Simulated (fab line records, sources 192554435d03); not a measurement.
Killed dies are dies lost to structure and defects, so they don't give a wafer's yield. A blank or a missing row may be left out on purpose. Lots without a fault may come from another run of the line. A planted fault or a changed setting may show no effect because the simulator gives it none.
Split-lot experiment | flow n5_finfet | 7 lots, 21 wafers read, on a route of 1938 steps

THE SPLIT
At N5_DUMMY_GATE_COAT_28 (time 60 s, resist thk 10 nm), the setting spin_rpm was moved away from the recipe's 1500 rpm on 10 of the 21 wafers read, by -8.8% to +7.5%. The other wafers ran this setting at the recipe's value.

The reading is taken at the split's own step.

THE READING
underlayer_of_DUMMY_GATE_COAT_28.thk_nm (the simulator's own value, which no gauge read), in nm, at N5_DUMMY_GATE_COAT_28 (time 60 s, resist thk 10 nm). The file gives no usual value for it.

wafer  | tool, chamber at the split | spin_rpm as run, rpm | against the recipe | underlayer_of_DUMMY_GATE_COAT_28.thk_nm, nm | against lot-mates on the recipe
L081.1 | litho_track-02, 0          | 1500                 | recipe             | 10                                          | -
L081.3 | litho_track-02, 0          | 1375                 | -8.3%              | 10.4                                        | +0.4
L081.6 | litho_track-02, 0          | 1375                 | -8.3%              | 10.4                                        | +0.4
L086.2 | litho_track-01, 0          | 1500                 | recipe             | 10                                          | -
L086.5 | litho_track-01, 0          | 1500                 | recipe             | 10                                          | -
L086.6 | litho_track-01, 0          | 1500                 | recipe             | 10                                          | -
L087.3 | litho_track-03, 0          | 1388                 | -7.5%              | 10.4                                        | +0.4
L087.4 | litho_track-03, 0          | 1500                 | recipe             | 10                                          | -
L087.5 | litho_track-03, 0          | 1500                 | recipe             | 10                                          | -
L093.1 | litho_track-03, 0          | 1581                 | +5.4%              | 9.8                                         | -0.2
L093.3 | litho_track-03, 0          | 1581                 | +5.4%              | 9.8                                         | -0.2
L093.4 | litho_track-03, 0          | 1500                 | recipe             | 10                                          | -
L094.2 | litho_track-01, 0          | 1500                 | recipe             | 10                                          | -
L094.4 | litho_track-01, 0          | 1500                 | recipe             | 10                                          | -
L094.3 | litho_track-01, 0          | 1612                 | +7.5%              | 9.8                                         | -0.2
L095.1 | litho_track-01, 0          | 1500                 | recipe             | 10                                          | -
L095.3 | litho_track-01, 0          | 1368                 | -8.8%              | 10.6                                        | +0.6
L095.4 | litho_track-01, 0          | 1368                 | -8.8%              | 10.6                                        | +0.6
L097.1 | litho_track-03, 0          | 1500                 | recipe             | 10                                          | -
L097.2 | litho_track-03, 0          | 1422                 | -5.2%              | 10.2                                        | +0.2
L097.4 | litho_track-03, 0          | 1422                 | -5.2%              | 10.2                                        | +0.2

THE FIT
A straight line over all 21 wafers: underlayer_of_DUMMY_GATE_COAT_28.thk_nm changes by -0.0484 nm for each +1% of spin_rpm; r = -0.96; the points scatter about the line by 0.067 nm.
The same after taking each lot's own level away (the mean of its wafers on the recipe; 21 wafers): -0.0484 nm for each +1%; r = -0.96; scatter 0.067 nm.
On that fit, the largest move of spin_rpm shifts the reading by 0.43 nm.
The lots' own levels span 10.00 to 10.00 nm.
So the lot-to-lot level changes the slope little: the two slopes agree.
Check: with one of the wafers moved furthest among these (-8.8%) left out of the fit, the line predicts +0.424 nm for it against its lot-mates. It came out at +0.6 nm against them.

OTHER SPLITS ON THESE WAFERS
These wafers also went through other splits before the reading. Each is held against what the fit with the lots' levels taken away leaves over:
other split on the same wafers            | wafers away from the commonest value | r with underlayer_of_DUMMY_GATE_COAT_28.thk_nm (lot level and that fit taken away)
N5_WELL_APT_COAT_19 spin_rpm              | 10                                   | -0.05
N5_WELL_APT_EXPOSE_22 dose_mj             | 10                                   | +0.22
N5_PMOS_HMC_CHANNEL_EPI_COAT_31 spin_rpm  | 6                                    | -0.28
N5_PMOS_HMC_CHANNEL_EPI_EXPOSE_06 dose_mj | 2                                    | -0.27

THE FILE'S OWN FIT
underlayer_of_DUMMY_GATE_COAT_28.thk_nm changes by -0.0484 nm for each +1% of spin_rpm, r = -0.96.
